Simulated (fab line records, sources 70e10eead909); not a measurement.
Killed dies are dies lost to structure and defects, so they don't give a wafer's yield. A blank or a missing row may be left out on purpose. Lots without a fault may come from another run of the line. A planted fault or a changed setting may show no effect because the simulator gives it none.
fab line records | flow nand_harc
record lots=23 wafers=69 last_day=24
route steps=1159 shown P_M1@303 P_M2@332 P_BONDPAD@367
lots that met no fault: from a run of the same line without faults
start_h: hours from the record's first day to the start of the lot's first wafer shown | wait_h: hours since the lot's step before | " the same as in the row above | L1.1+2: a row that stands for several wafers | - no value, or no start given | * or withheld: withheld | < > ~ a bound
route shown NAME@n: a module of which the file shows steps, and the number in the route of the first | usual: mean/standard deviation of fault-free wafers | same: alike in all rows | chamber/n: place in a boat | sites: the reading at each site | _std_site: their standard deviation | _edge_site: outer sites' mean less inner sites' | radius_mm: how far each site lies from the wafer's centre | mask NAME#n: copy n | behind: the tool/chamber that last shaped the wafer | hold: why the lot was held/for how many hours/how that ended | device: the transistor (n, p or np) that didn't switch | end of line: the same wafers' tests at the end of the route | a step without rows: its recipe alone | killed: dies lost to structure and defects at the first sort, not the wafer's yield | map: a wafer's dies, x killed, . not, _ none there
set.NAME: the setting as run; set.NAME@STEP: as run at that earlier step | model.NAME: the simulator's own value behind a step, which no gauge read
steps of the route over a sample of lots; a table a step, a row a wafer
services: from which hour (start_h, from the record's first day; less than 0 if before it) a tool's chamber was out of use, for how many hours, and why
## steps
# step NHARC_P_M1_ETCH_28
# recipe target_depth_a=300 over_etch_frac=0.3 time_s=72.99 ion_energy_ev=150 cf4_flow_sccm=50 n2_flow_sccm=100 ar_flow_sccm=150 rf_w=300 bias_w=100 chemistry=CF4/N2
# usual drypump_motor_current_A=5.9/0.53 oes_product_au=1.000/0.0086 rf_fwd_power_W=297.0/1.1 rf_vpp_V=314.2/2.1 showerhead_plenum_p_Torr=2.63/0.11 throttle_valve_pct=19.795/0.0099
# columns lot.wafer tool chamber start_h wait_h drypump_motor_current_A oes_product_au rf_fwd_power_W rf_hours_counter_h rf_vpp_V showerhead_plenum_p_Torr throttle_valve_pct
L074.4 rie_diel-06 2 - - 5.5 0.999 297.0 1.0 314.3 2.64 19.798
L074.1 " 3 " " 5.8 1.004 296.7 1.0 316.3 2.73 19.812
L074.6 " 2 " " 5.6 1.002 296.1 - 316.1 2.65 19.789
L075.4 rie_diel-06 2 - - 5.6 0.988 296.7 1.3 316.3 2.64 19.790
L075.5 " 1 " " 6.3 1.000 294.8 - 313.5 2.54 19.807
L075.6 " 2 " " 5.5 0.997 297.8 - 314.9 2.65 19.782
L076.1 rie_diel-04 0 - - 5.0 0.988 298.0 0.8 314.7 2.72 19.807
L076.3 " 2 " " 6.4 0.998 295.8 1.1 312.2 2.51 19.799
L076.6 " 0 " " 5.0 0.996 296.3 - 316.4 2.72 19.782
L077.1 rie_diel-04 1 - - 5.4 0.985 297.9 1.1 313.8 2.56 19.779
L077.3 " 0 " " 5.1 0.997 296.3 0.9 316.9 2.72 19.803
L077.6 " 2 " " 6.3 1.000 296.9 - 311.6 2.51 19.802
L079.4 rie_diel-06 0 - - 6.5 0.996 298.3 2.0 316.4 2.81 19.791
L079.2 " 3 " " 5.8 0.997 297.1 2.1 316.6 2.73 19.806
L079.6 " 1 " " 6.3 1.001 297.5 - 312.6 2.54 19.804
L078.4 rie_diel-06 1 - - 6.4 1.004 296.1 2.1 313.7 2.54 19.807
L078.2 " 0 " " 6.5 1.003 299.7 2.1 315.9 2.81 19.796
L078.6 " 2 " " 5.5 0.994 299.0 - 315.0 2.64 19.791
L080.1 rie_diel-01 1 - - 5.5 1.001 298.2 0.6 314.8 2.61 19.804
L080.6 " 0 " " 6.3 1.010 296.6 - 315.9 2.72 19.797
L080.5 " 1 " " 5.5 0.998 296.7 - 314.0 2.61 19.806
L083.3 rie_diel-01 1 - - 5.5 1.005 295.2 2.8 313.1 2.60 19.797
L083.4 " 0 " " 6.3 1.005 297.4 3.1 317.3 2.72 19.807
L083.5 " 2 " " 5.3 1.011 299.2 - 318.5 2.79 19.800
L082.4 rie_diel-04 0 - - 5.0 1.003 297.2 3.2 317.0 2.72 19.799
L082.2 " 1 " " 5.4 0.986 296.3 3.7 312.9 2.55 19.794
L082.6 " 2 " " 6.4 1.005 295.9 - 312.5 2.51 19.799
L085.1 rie_diel-06 0 - - 6.5 1.002 297.5 2.8 316.4 2.81 19.783
L085.5 " 0 " " 6.5 1.009 298.4 - 316.5 2.81 19.793
L085.6 " 1 " " 6.3 1.001 295.3 - 312.6 2.54 19.801
L084.2 rie_diel-01 0 - - 6.3 0.995 297.3 4.1 314.9 2.71 19.787
L084.4 " 1 " " 5.5 0.994 295.8 3.8 314.0 2.60 19.796
L084.5 " 2 " " 5.3 1.006 296.7 - 317.1 2.79 19.787
L086.1 rie_diel-04 1 - - 5.4 0.978 298.3 5.2 312.9 2.56 19.806
L086.2 " 3 " " 6.4 0.995 297.6 4.4 311.0 2.48 19.789
L086.4 " 1 " " 5.4 0.990 297.5 - 312.0 2.55 19.812
L088.1 rie_diel-06 1 - - 6.3 1.008 296.7 3.1 312.9 2.54 19.787
L088.4 " 1 " " 6.3 1.008 296.5 - 312.9 2.54 19.796
L088.5 " 3 " " 5.8 1.019 298.4 - 314.7 2.73 19.807
L087.2 rie_diel-04 0 - - 5.1 0.994 295.4 4.8 316.5 2.72 19.782
L087.3 " 3 " " 6.4 0.984 297.8 4.5 312.1 2.48 19.796
L087.6 " 0 " " 5.1 0.995 294.7 - 314.7 2.72 19.777
L089.2 rie_diel-04 0 - - 5.0 0.989 297.0 6.3 314.9 2.72 19.809
L089.4 " 1 " " 5.4 0.998 297.5 6.3 313.5 2.55 19.787
L089.5 " 0 " " 5.0 0.995 297.4 - 314.6 2.72 19.806
L090.1 rie_diel-06 0 - - 6.5 1.013 297.7 3.6 317.8 2.81 19.778
L090.6 " 0 " " 6.5 1.007 297.8 - 318.5 2.81 19.790
L090.4 " 3 " " 5.8 0.996 296.4 - 315.9 2.73 19.791
L092.1 rie_diel-06 1 225.40 0.3 6.3 1.002 296.7 3.9 310.9 2.54 19.784
L092.4 " 1 " " 6.3 1.004 297.0 - 313.5 2.54 19.811
L092.6 " 1 " " 6.3 1.009 295.7 - 313.4 2.54 19.786
L091.1 rie_diel-01 0 - - 6.3 0.996 296.2 7.4 315.7 2.71 19.793
L091.3 " 1 " " 5.5 0.990 295.7 6.8 315.3 2.60 19.794
L091.6 " 0 " " 6.3 1.003 296.7 - 315.0 2.71 19.791
L093.3 rie_diel-01 3 - - 6.7 1.019 295.8 6.7 311.0 2.46 19.795
L093.2 " 0 " " 6.3 1.015 297.4 7.6 316.0 2.71 19.808
L093.6 " 0 " " 6.3 1.000 296.5 - 314.8 2.71 19.802
L094.3 rie_diel-01 0 - - 6.3 1.007 298.8 7.9 314.8 2.71 19.776
L094.5 " 0 " " 6.3 1.000 298.4 - 316.6 2.71 19.786
L094.6 " 1 " " 5.5 0.988 296.3 - 312.8 2.60 19.781
L095.3 rie_diel-04 0 - - 5.0 0.989 297.9 7.8 315.4 2.72 19.779
L095.2 " 2 " " 6.4 0.994 297.0 7.1 312.9 2.51 19.791
L095.5 " 0 " " 5.1 0.996 298.4 - 315.2 2.72 19.799
L097.1 rie_diel-04 2 - - 6.3 1.000 295.6 7.3 313.8 2.51 19.792
L097.4 " 3 " " 6.4 0.992 298.4 7.9 312.9 2.48 19.787
L097.6 " 2 " " 6.3 0.999 294.4 - 312.6 2.51 19.796
L096.1 rie_diel-06 0 - - 6.5 1.001 297.9 0.1 317.6 2.81 19.791
L096.2 " 1 " " 6.3 1.002 296.2 0.2 312.9 2.54 19.800
L096.4 " 2 " " 5.5 1.005 298.1 0.2 313.5 2.64 19.803
# step NHARC_P_M1_ANNEAL_31
# recipe temp_c=225 time_s=90
# usual wafer_temp_C_max=226.1/0.42
# columns lot.wafer tool chamber start_h wait_h wafer_temp_C_max
L074.1 rtp_anneal-02 0 124.75 0.3 226.1
L074.4 " 0 " " 226.0
L074.6 " 0 " " 226.8
L075.4 rtp_anneal-01 0 137.96 0.3 225.9
L075.5 " 0 " " 225.9
L075.6 " 0 " " 225.9
L076.1 rtp_anneal-02 0 138.29 - 226.7
L076.3 " 0 " " 226.3
L076.6 " 0 " " 226.2
L077.1 rtp_anneal-02 0 139.89 - 226.9
L077.3 " 0 " " 226.9
L077.6 " 0 " " 226.4
L079.2 rtp_anneal-01 0 154.62 - 225.9
L079.4 " 0 " " 225.7
L079.6 " 0 " " 225.5
L078.2 rtp_anneal-02 0 155.48 0.4 226.4
L078.4 " 0 " " 226.6
L078.6 " 0 " " 226.5
L080.1 rtp_anneal-02 0 155.75 0.3 226.4
L080.5 " 0 " " 226.4
L080.6 " 0 " " 226.3
L083.3 rtp_anneal-02 0 173.20 - 226.7
L083.4 " 0 " " 226.4
L083.5 " 0 " " 226.4
L082.2 rtp_anneal-02 0 175.92 0.4 226.4
L082.4 " 0 " " 226.2
L082.6 " 0 " " 226.3
L085.1 rtp_anneal-01 0 186.94 - 225.5
L085.5 " 0 " " 225.6
L085.6 " 0 " " 225.2
L084.2 rtp_anneal-01 0 187.30 - 225.7
L084.4 " 0 " " 226.0
L084.5 " 0 " " 225.3
L086.1 rtp_anneal-01 0 199.82 - 225.7
L086.2 " 0 " " 225.9
L086.4 " 0 " " 225.7
L088.1 rtp_anneal-02 0 200.18 0.3 227.1
L088.4 " 0 " " 226.4
L088.5 " 0 " " 226.3
L087.2 rtp_anneal-01 0 201.00 - 225.4
L087.3 " 0 " " 225.6
L087.6 " 0 " " 225.4
L089.2 rtp_anneal-01 0 216.34 - 225.7
L089.4 " 0 " " 225.8
L089.5 " 0 " " 225.9
L090.1 rtp_anneal-01 0 217.10 - 226.0
L090.4 " 0 " " 226.0
L090.6 " 0 " " 225.8
L092.1 rtp_anneal-02 0 226.78 0.5 226.4
L092.4 " 0 " " 226.4
L092.6 " 0 " " 226.1
L091.1 rtp_anneal-01 0 227.08 0.5 225.6
L091.3 " 0 " " 225.6
L091.6 " 0 " " 225.9
L093.2 rtp_anneal-02 0 230.81 - 225.8
L093.3 " 0 " " 226.5
L093.6 " 0 " " 226.1
L094.3 rtp_anneal-01 0 242.80 0.3 226.0
L094.5 " 0 " " 226.1
L094.6 " 0 " " 225.7
L095.2 rtp_anneal-02 0 247.28 - 226.2
L095.3 " 0 " " 226.1
L095.5 " 0 " " 226.3
L097.1 rtp_anneal-02 0 252.04 - 226.4
L097.4 " 0 " " 226.7
L097.6 " 0 " " 226.2
L096.1 rtp_anneal-02 0 253.14 0.3 226.5
L096.2 " 0 " " 226.4
L096.4 " 0 " " 226.6
# step NHARC_P_M1_THK_MEAS_24
# recipe thk_meas_gauge=xrf
# usual thk_nm=157.5/1.5
# columns lot.wafer tool chamber start_h wait_h thk_nm
L074.1 film_metro-02 - 125.41 - 158.6
L074.4 " - " " 157.4
L074.6 " - " " 157.5
L075.4 film_metro-01 - 138.47 - 157.4
L075.5 " - " " 159.5
L075.6 " - " " 159.6
L076.1 film_metro-01 - 138.96 - 159.2
L076.3 " - " " 158.2
L076.6 " - " " 156.1
L077.1 film_metro-02 - 140.56 - 154.1
L077.3 " - " " 155.2
L077.6 " - " " 156.5
L079.2 film_metro-01 - 155.23 - 158.7
L079.4 " - " " 159.1
L079.6 " - " " 159.9
L078.2 film_metro-02 - 156.10 - 155.8
L078.4 " - " " 156.6
L078.6 " - " " 158.5
L080.1 film_metro-01 - 156.40 - 156.4
L080.5 " - " " 155.8
L080.6 " - " " 157.2
L083.3 film_metro-02 - 173.76 - 159.5
L083.4 " - " " 160.0
L083.5 " - " " 158.1
L082.2 film_metro-02 - 176.53 - 159.1
L082.4 " - " " 158.6
L082.6 " - " " 158.5
L085.1 film_metro-01 - 187.60 - 156.6
L085.5 " - " " 155.9
L085.6 " - " " 153.6
L084.2 film_metro-01 - 187.91 - 159.0
L084.4 " - " " 157.5
L084.5 " - " " 156.8
L086.1 film_metro-02 - 200.48 - 158.9
L086.2 " - " " 161.4
L086.4 " - " " 157.4
L088.1 film_metro-01 - 200.83 - 158.3
L088.4 " - " " 156.9
L088.5 " - " " 156.1
L087.2 film_metro-01 - 201.61 - 156.7
L087.3 " - " " 158.8
L087.6 " - " " 160.0
L089.2 film_metro-01 - 216.95 - 157.2
L089.4 " - " " 157.4
L089.5 " - " " 158.7
L090.1 film_metro-02 - 217.76 - 155.8
L090.4 " - " " 155.3
L090.6 " - " " 157.5
L092.1 film_metro-02 - 227.45 - 155.8
L092.4 " - " " 156.4
L092.6 " - " " 157.8
L091.1 film_metro-02 - 227.74 - 158.7
L091.3 " - " " 158.2
L091.6 " - " " 158.9
L093.2 film_metro-01 - 231.42 - 160.5
L093.3 " - " " 158.8
L093.6 " - " " 156.9
L094.3 film_metro-01 - 243.36 - 157.2
L094.5 " - " " 155.4
L094.6 " - " " 157.5
L095.2 film_metro-01 - 247.89 - 158.8
L095.3 " - " " 156.4
L095.5 " - " " 157.6
L097.1 film_metro-02 - 252.70 - 156.5
L097.4 " - " " 155.5
L097.6 " - " " 155.1
L096.1 film_metro-01 - 253.81 - 158.1
L096.2 " - " " 158.9
L096.4 " - " " 157.0
# step NHARC_P_M2_ETCH_35
# recipe target_depth_a=400 overetch_a=120 time_s=43.94 ion_energy_ev=200 n2_flow_sccm=150 h2_flow_sccm=150 ar_flow_sccm=0 rf_w=400 bias_w=150 chemistry=N2/H2
# usual drypump_motor_current_A=6.0/0.39 oes_product_au=1.000/0.0079 rf_fwd_power_W=395.1/2.1 rf_vpp_V=431.4/1.9 showerhead_plenum_p_Torr=2.07/0.063 throttle_valve_pct=14.172/0.0092
# columns lot.wafer tool chamber start_h wait_h drypump_motor_current_A oes_product_au rf_fwd_power_W rf_hours_counter_h rf_vpp_V showerhead_plenum_p_Torr throttle_valve_pct
L074.1 rie_diel-12 1 127.25 0.1 5.6 1.006 394.2 4 430.5 2.05 14.166
L074.4 " 2 " " 6.4 0.998 393.3 4 431.3 2.04 14.190
L074.6 " 1 " " 5.6 0.995 393.5 - 430.4 2.05 14.165
L075.4 rie_diel-12 2 140.52 0.1 6.4 1.007 392.3 4 430.6 2.04 14.191
L075.6 " 3 " " 5.5 0.995 397.1 - 430.1 2.04 14.176
L075.5 " 0 " " 6.3 0.997 397.8 - 433.6 2.17 14.183
L076.3 rie_diel-09 1 140.78 0.1 6.0 0.993 393.8 14 430.5 1.98 14.169
L076.1 " 2 " " 6.1 1.003 390.9 13 433.8 2.13 14.173
L076.6 " 3 " " 6.3 1.004 396.6 - 430.7 2.01 14.160
L077.3 rie_diel-12 1 142.27 0.1 5.6 0.999 394.1 4 431.2 2.05 14.171
L077.1 " 2 " " 6.4 1.011 390.8 4 430.9 2.04 14.178
L077.6 " 1 " " 5.5 1.000 393.6 - 430.5 2.05 14.173
L079.2 rie_diel-12 3 156.99 0.1 5.5 0.997 396.2 5 430.2 2.04 14.170
L079.4 " 0 " " 6.3 0.991 398.0 5 435.1 2.17 14.173
L079.6 " 2 " " 6.4 1.000 392.4 - 431.0 2.04 14.184
L078.2 rie_diel-09 2 158.12 0.1 6.1 1.008 392.6 17 431.9 2.13 14.180
L078.4 " 1 " " 6.0 1.002 392.8 17 427.6 1.98 14.159
L078.6 " 3 " " 6.3 1.005 395.8 - 427.9 2.01 14.183
L080.1 rie_diel-12 1 158.28 0.1 5.6 0.992 396.3 5 431.6 2.05 14.181
L080.6 " 0 " " 6.3 0.994 396.4 - 434.1 2.17 14.180
L080.5 " 1 " " 5.6 0.988 394.8 - 429.7 2.05 14.178
L083.3 rie_diel-08 0 175.46 0.1 6.0 0.993 395.1 20 432.7 2.13 14.161
L083.4 " 1 " " 6.5 1.017 394.0 4 431.0 2.11 14.165
L083.5 " 3 " " 6.4 1.011 393.4 - 432.7 2.12 14.163
L082.4 rie_diel-12 2 178.37 0.1 6.4 1.007 394.2 6 430.1 2.04 14.173
L082.2 " 3 " " 5.5 1.004 396.1 5 430.5 2.04 14.166
L082.6 " 0 " " 6.3 0.997 396.9 - 433.2 2.17 14.171
L085.1 rie_diel-12 3 189.58 0.1 5.5 0.984 394.9 6 430.5 2.04 14.192
L085.6 " 1 " " 5.6 0.993 395.2 - 431.1 2.05 14.169
L085.5 " 2 " " 6.4 1.001 391.9 - 431.0 2.04 14.172
L084.4 rie_diel-09 1 189.77 0.1 6.0 0.988 395.4 21 428.7 1.98 14.167
L084.2 " 3 " " 6.3 0.998 397.1 21 429.4 2.01 14.175
L084.5 " 0 " " 5.5 0.991 397.4 - 431.9 2.12 14.145
L086.4 rie_diel-12 0 202.15 0.1 6.3 1.001 397.6 6 433.5 2.17 14.170
L086.2 " 2 " " 6.5 1.013 393.3 6 430.5 2.04 14.167
L086.1 " 3 " " 5.5 1.011 398.0 6 431.9 2.04 14.168
L088.1 rie_diel-08 0 202.64 0.1 5.9 0.985 392.2 29 434.1 2.13 14.169
L088.4 " 1 " " 6.5 0.994 395.2 13 432.7 2.11 14.179
L088.5 " 2 " " 6.3 1.006 394.6 - 428.0 1.92 14.174
L087.2 rie_diel-09 2 203.41 0.1 6.1 1.000 392.9 25 432.7 2.12 14.171
L087.3 " 0 " " 5.4 0.995 397.7 24 432.6 2.12 14.169
L087.6 " 1 " " 6.1 0.999 392.6 - 427.3 1.97 14.172
L089.2 rie_diel-12 3 218.77 0.1 5.5 1.013 398.2 0 430.0 2.04 14.174
L089.4 " 0 " " 6.3 1.012 397.7 0 434.0 2.17 14.153
L089.5 " 1 " " 5.6 1.001 394.6 - 430.5 2.05 14.182
L090.1 rie_diel-12 2 219.68 0.1 6.4 0.998 391.8 0 430.6 2.04 14.169
L090.4 " 1 " " 5.6 0.990 395.1 0 431.2 2.05 14.154
L090.6 " 2 " " 6.4 0.999 393.3 - 431.7 2.04 14.171
L092.4 rie_diel-08 1 229.32 0.1 6.5 1.005 393.7 22 432.6 2.10 14.189
L092.1 " 0 " " 5.9 0.992 393.5 39 431.9 2.13 14.171
L092.6 " 1 " " 6.5 0.996 392.8 - 430.6 2.10 14.192
L091.1 rie_diel-12 3 229.60 0.1 5.5 1.004 396.9 1 429.8 2.04 14.156
L091.3 " 0 " " 6.3 0.991 397.2 1 433.7 2.17 14.172
L091.6 " 2 " " 6.4 1.000 393.5 - 430.6 2.04 14.179
L093.3 rie_diel-12 3 233.30 0.1 5.5 1.003 397.3 1 431.0 2.04 14.183
L093.2 " 1 " " 5.6 0.985 394.4 1 430.6 2.05 14.172
L093.6 " 3 " " 5.5 1.013 398.3 - 429.9 2.04 14.170
L094.3 rie_diel-12 3 245.06 0.1 5.5 1.015 396.7 2 431.8 2.04 14.183
L094.5 " 2 " " 6.4 1.017 392.2 - 431.0 2.04 14.173
L094.6 " 3 " " 5.5 1.000 394.3 - 430.9 2.04 14.160
L095.2 rie_diel-12 1 249.71 0.1 5.6 0.987 396.4 2 430.5 2.05 14.170
L095.3 " 2 " " 6.4 0.999 391.0 2 430.9 2.04 14.175
L095.5 " 3 " " 5.6 1.012 398.0 - 431.4 2.04 14.150
L097.1 rie_diel-12 0 254.65 0.1 6.3 1.001 399.6 2 434.4 2.17 14.170
L097.4 " 2 " " 6.4 0.996 392.3 2 429.0 2.04 14.160
L097.6 " 1 " " 5.6 0.994 395.9 - 430.5 2.05 14.180
L096.4 rie_diel-12 2 255.64 0.1 6.5 1.005 392.0 2 429.5 2.04 14.167
L096.1 " 3 " " 5.5 1.010 395.3 2 430.1 2.04 14.179
L096.2 " 1 " " 5.6 0.996 394.4 2 429.6 2.05 14.184
# step NHARC_P_M2_ETCH_15
# recipe target_depth_a=1825 time_s=91.2 c4f8_flow_sccm=withheld ar_flow_sccm=400 rf_w=600 bias_w=300 chemistry=C4F8/Ar
# usual oes_product_au=0.950/0.025 rf_fwd_power_W=595.6/2.3 rf_vpp_V=442.0/2
# columns lot.wafer tool chamber start_h wait_h oes_product_au rf_fwd_power_W rf_hours_counter_h rf_vpp_V
L074.4 rie_diel-12 3 - - 0.973 598.6 3 439.9
L074.1 " 0 " " 0.961 598.2 3 444.2
L074.6 " 3 " " 0.979 600.3 - 440.9
L075.4 rie_diel-12 2 - - 0.942 594.4 4 440.8
L075.5 " 0 " " 0.934 599.8 - 445.9
L075.6 " 1 " " 0.922 595.9 - 440.4
L076.3 rie_diel-09 3 - - 0.925 600.1 12 439.5
L076.1 " 2 " " 0.925 592.9 13 443.2
L076.6 " 0 " " 0.922 596.5 - 443.1
L077.1 rie_diel-12 0 - - 0.917 591.7 4 444.2
L077.3 " 1 " " 0.919 594.0 4 440.6
L077.6 " 1 " " 0.921 592.5 - 442.0
L079.2 rie_diel-12 0 - - 0.914 596.0 5 444.6
L079.4 " 2 " " 0.924 596.6 5 441.6
L079.6 " 0 " " 0.918 598.0 - 445.4
L078.4 rie_diel-09 3 - - 0.931 597.5 16 439.9
L078.2 " 2 " " 0.924 592.1 17 441.6
L078.6 " 3 " " 0.929 592.4 - 440.0
L080.1 rie_diel-12 1 - - 0.971 596.9 5 441.6
L080.5 " 0 " " 0.960 596.6 - 443.4
L080.6 " 1 " " 0.974 594.9 - 441.4
L083.3 rie_diel-08 0 - - 0.917 593.7 20 443.7
L083.4 " 1 " " 0.980 597.6 4 442.2
L083.5 " 2 " " 0.938 595.5 - 437.5
L082.4 rie_diel-12 3 - - 0.984 597.7 5 440.8
L082.2 " 1 " " 0.966 595.5 6 442.5
L082.6 " 3 " " 0.978 597.1 - 440.5
L085.1 rie_diel-12 3 - - 0.927 595.5 6 441.1
L085.5 " 3 " " 0.928 596.1 - 440.8
L085.6 " 0 " " 0.919 594.7 - 444.4
L084.4 rie_diel-09 1 - - 0.921 594.4 21 439.5
L084.2 " 2 " " 0.918 594.3 21 442.3
L084.5 " 3 " " 0.917 596.8 - 442.0
L086.1 rie_diel-12 2 - - 0.966 592.0 6 442.2
L086.4 " 3 " " 0.979 599.2 6 441.3
L086.2 " 1 " " 0.964 593.9 6 441.3
L088.4 rie_diel-08 3 - - 0.932 592.0 20 443.8
L088.1 " 2 " " 0.933 594.2 31 438.0
L088.5 " 3 " " 0.930 591.0 - 442.5
L087.2 rie_diel-09 0 - - 0.936 596.5 24 444.4
L087.3 " 3 " " 0.920 596.3 25 439.7
L087.6 " 0 " " 0.917 597.4 - 443.1
L089.4 rie_diel-12 0 - - 0.966 595.0 0 444.8
L089.2 " 3 " " 0.977 594.4 0 441.4
L089.5 " 1 " " 0.973 595.6 - 441.9
L090.4 rie_diel-12 1 - - 0.960 596.2 0 440.2
L090.1 " 3 " " 0.990 600.4 0 439.6
L090.6 " 0 " " 0.966 598.8 - 444.4
L092.1 rie_diel-08 3 - - 0.926 592.7 31 441.4
L092.4 " 0 " " 0.926 596.9 39 443.0
L092.6 " 3 " " 0.936 598.1 - 442.3
L091.1 rie_diel-12 2 - - 0.991 596.1 1 441.8
L091.3 " 3 " " 0.987 599.3 1 442.1
L091.6 " 2 " " 0.986 594.0 - 441.3
L093.3 rie_diel-12 0 - - 0.981 598.2 1 445.4
L093.2 " 1 " " 0.953 595.3 1 440.2
L093.6 " 3 " " 0.982 598.1 - 440.2
L094.3 rie_diel-12 2 - - 0.979 591.2 2 440.8
L094.6 " 0 " " 0.968 595.8 - 445.7
L094.5 " 1 " " 0.953 595.7 - 441.5
L095.3 rie_diel-12 3 - - 0.983 593.6 2 441.6
L095.2 " 1 " " 0.947 600.2 2 441.1
L095.5 " 3 " " 0.973 597.6 - 439.3
L097.1 rie_diel-12 3 - - 0.995 596.6 2 442.1
L097.4 " 2 " " 0.988 591.2 2 440.6
L097.6 " 3 " " 0.985 599.2 - 441.6
L096.1 rie_diel-12 0 - - 0.968 596.3 3 445.1
L096.4 " 2 " " 0.986 594.4 2 442.2
L096.2 " 3 " " 0.986 597.1 2 440.2
# step NHARC_P_BONDPAD_DESCUM_11
# recipe time_s=3 o2_flow_sccm=200 ar_flow_sccm=0 bias_power_w=0 chemistry=O2
# usual drypump_motor_current_A=5.6/0.52 oes_product_au=1.000/0.0068 rf_vpp_V=58.2/0.94 showerhead_plenum_p_Torr=1.99/0.083 throttle_valve_pct=11.310/0.0098
# columns lot.wafer tool chamber start_h wait_h drypump_motor_current_A oes_product_au rf_hours_counter_h rf_vpp_V showerhead_plenum_p_Torr throttle_valve_pct
L074.1 rie_diel-13 2 131.60 - 6.5 0.996 2 58.4 2.03 11.302
L074.4 " 1 " " 5.5 0.999 3 59.5 2.05 11.302
L074.6 " 2 " " 6.5 1.001 - 57.6 2.03 11.290
L075.4 rie_diel-13 1 145.16 - 5.5 0.995 - 57.6 2.05 11.325
L075.6 " 3 " " 5.1 1.004 - 59.4 1.86 11.318
L075.5 " 0 " " 5.4 0.994 - 57.7 2.04 11.304
L076.3 rie_diel-13 1 145.45 - 5.5 0.992 5 57.5 2.05 11.314
L076.1 " 3 " " 5.1 1.008 4 59.8 1.86 11.325
L076.6 " 3 " " 5.1 1.006 - 57.2 1.86 11.302
L077.1 rie_diel-07 2 146.77 - 5.1 1.007 31 58.0 1.95 11.308
L077.3 " 1 " " 4.8 1.006 29 58.6 1.96 11.312
L077.6 " 3 " " 5.8 0.998 - 58.4 1.81 11.317
L079.4 rie_diel-13 3 161.68 - 5.1 1.005 5 58.7 1.86 11.316
L079.2 " 2 " " 6.5 0.997 5 57.6 2.03 11.313
L079.6 " 0 " " 5.5 0.986 - 58.4 2.04 11.308
L078.4 rie_diel-13 1 162.70 - 5.5 1.004 6 59.8 2.05 11.313
L078.2 " 2 " " 6.5 1.007 5 59.7 2.03 11.296
L078.6 " 1 " " 5.5 1.004 - 58.0 2.05 11.318
L080.1 rie_diel-13 1 163.08 - 5.5 0.993 6 57.3 2.05 11.318
L080.5 " 1 " " 5.5 0.997 - 58.9 2.05 11.306
L080.6 " 2 " " 6.5 0.999 - 58.9 2.03 11.314
L083.4 rie_diel-13 1 179.95 - 5.5 0.994 7 60.4 2.05 11.315
L083.3 " 2 " " 6.5 0.992 6 58.8 2.03 11.295
L083.5 " 2 " " 6.5 1.000 - 57.6 2.03 11.319
L082.2 rie_diel-13 0 182.90 - 5.4 0.998 7 57.9 2.04 11.313
L082.4 " 2 " " 6.6 1.004 6 58.6 2.03 11.301
L082.6 " 1 " " 5.5 0.997 - 58.3 2.05 11.292
L085.1 rie_diel-13 2 193.95 - 6.5 0.996 8 58.2 2.03 11.336
L085.5 " 2 " " 6.6 0.996 - 56.9 2.03 11.319
L085.6 " 3 " " 5.1 1.005 - 57.7 1.86 11.301
L084.2 rie_diel-13 2 194.37 - 6.5 0.991 9 59.9 2.03 11.301
L084.4 " 3 " " 5.1 1.007 9 57.1 1.86 11.298
L084.5 " 1 " " 5.5 1.005 - 60.4 2.05 11.308
L086.2 rie_diel-13 1 207.23 - 5.5 1.011 10 57.3 2.05 11.314
L086.1 " 3 " " 5.1 1.005 10 58.4 1.86 11.301
L086.4 " 0 " " 5.5 1.006 10 59.6 2.04 11.308
L088.4 rie_diel-13 1 207.39 - 5.5 1.009 10 57.5 2.05 11.315
L088.1 " 2 " " 6.5 1.005 10 59.6 2.03 11.306
L088.5 " 3 " " 5.1 1.009 - 57.1 1.86 11.315
L087.2 rie_diel-13 0 207.98 - 5.4 0.992 10 57.2 2.04 11.308
L087.3 " 2 " " 6.5 1.003 10 57.2 2.03 11.320
L087.6 " 1 " " 5.5 1.003 - 58.3 2.05 11.308
L089.2 rie_diel-13 0 223.38 - 5.4 0.992 12 57.9 2.04 11.316
L089.5 " 2 " " 6.5 0.996 - 57.9 2.03 11.314
L089.4 " 0 " " 5.4 0.997 - 56.4 2.04 11.319
L090.1 rie_diel-13 0 224.53 - 5.4 0.991 12 56.8 2.04 11.300
L090.6 " 0 " " 5.4 0.995 - 58.6 2.04 11.304
L090.4 " 2 " " 6.5 1.001 - 58.6 2.03 11.321
L092.1 rie_diel-13 3 234.03 - 5.1 0.994 11 58.5 1.86 11.291
L092.4 " 1 " " 5.5 0.993 14 58.9 2.05 11.314
L092.6 " 3 " " 5.1 0.998 - 58.0 1.86 11.317
L091.3 rie_diel-13 1 234.28 - 5.5 0.999 14 58.0 2.05 11.315
L091.1 " 2 " " 6.5 0.997 13 59.7 2.03 11.311
L091.6 " 1 " " 5.5 1.001 - 58.9 2.05 11.310
L093.3 rie_diel-13 0 238.02 - 5.4 0.997 15 60.8 2.04 11.313
L093.2 " 3 " " 5.1 1.015 12 58.2 1.86 11.318
L093.6 " 1 " " 5.5 1.000 - 59.5 2.05 11.298
L094.3 rie_diel-13 3 249.61 - 5.1 1.009 12 57.3 1.86 11.300
L094.5 " 2 " " 6.5 1.008 - 58.8 2.03 11.301
L094.6 " 3 " " 5.1 1.004 - 58.5 1.86 11.316
L095.2 rie_diel-13 2 254.41 - 6.6 1.004 15 57.4 2.03 11.316
L095.3 " 3 " " 5.1 1.023 12 57.7 1.86 11.321
L095.5 " 3 " " 5.1 1.003 - 57.6 1.86 11.299
L097.1 rie_diel-02 0 259.33 - 5.7 0.996 35 57.7 2.06 11.312
L097.6 " 3 " " 5.4 1.012 - 58.2 1.78 11.311
L097.4 " 1 " " 5.3 1.000 - 57.7 1.97 11.310
L096.4 rie_diel-13 3 260.14 - 5.1 0.996 13 56.6 1.86 11.293
L096.2 " 1 " " 5.5 0.997 17 58.3 2.05 11.304
L096.1 " 2 " " 6.5 0.992 16 57.1 2.03 11.310
## services
# columns tool chamber start_h hours kind
rie_diel-06 - 102.34 0.9 repair
rie_diel-04 - 111.90 9.0 pm
rie_diel-01 2 112.53 6.3 repair
rie_diel-08 - 124.80 9.0 pm
rie_diel-08 1 136.12 32.4 repair
rie_diel-01 - 138.10 9.0 pm
rie_diel-13 2 141.59 7.2 repair
rie_diel-12 - 149.33 0.8 repair
rie_diel-08 3 151.84 16.2 repair
rie_diel-12 3 178.82 2.8 repair
rie_diel-04 3 183.89 4.7 repair
rie_diel-04 2 186.92 15.0 repair
rie_diel-06 2 194.81 6.5 repair
rie_diel-12 - 202.40 9.0 pm
rie_diel-06 2 206.64 23.1 repair
rie_diel-13 3 215.88 16.3 repair
rie_diel-06 0 223.64 2.7 repair
rie_diel-13 3 240.86 2.9 repair
rie_diel-06 - 241.20 9.0 pm
rie_diel-09 3 242.61 15.4 repair
rie_diel-09 2 248.46 5.3 repair
rie_diel-12 3 250.63 1.8 repair
rie_diel-13 0 253.61 6.2 repair
rie_diel-09 - 254.13 9.0 pm
## key
fault none
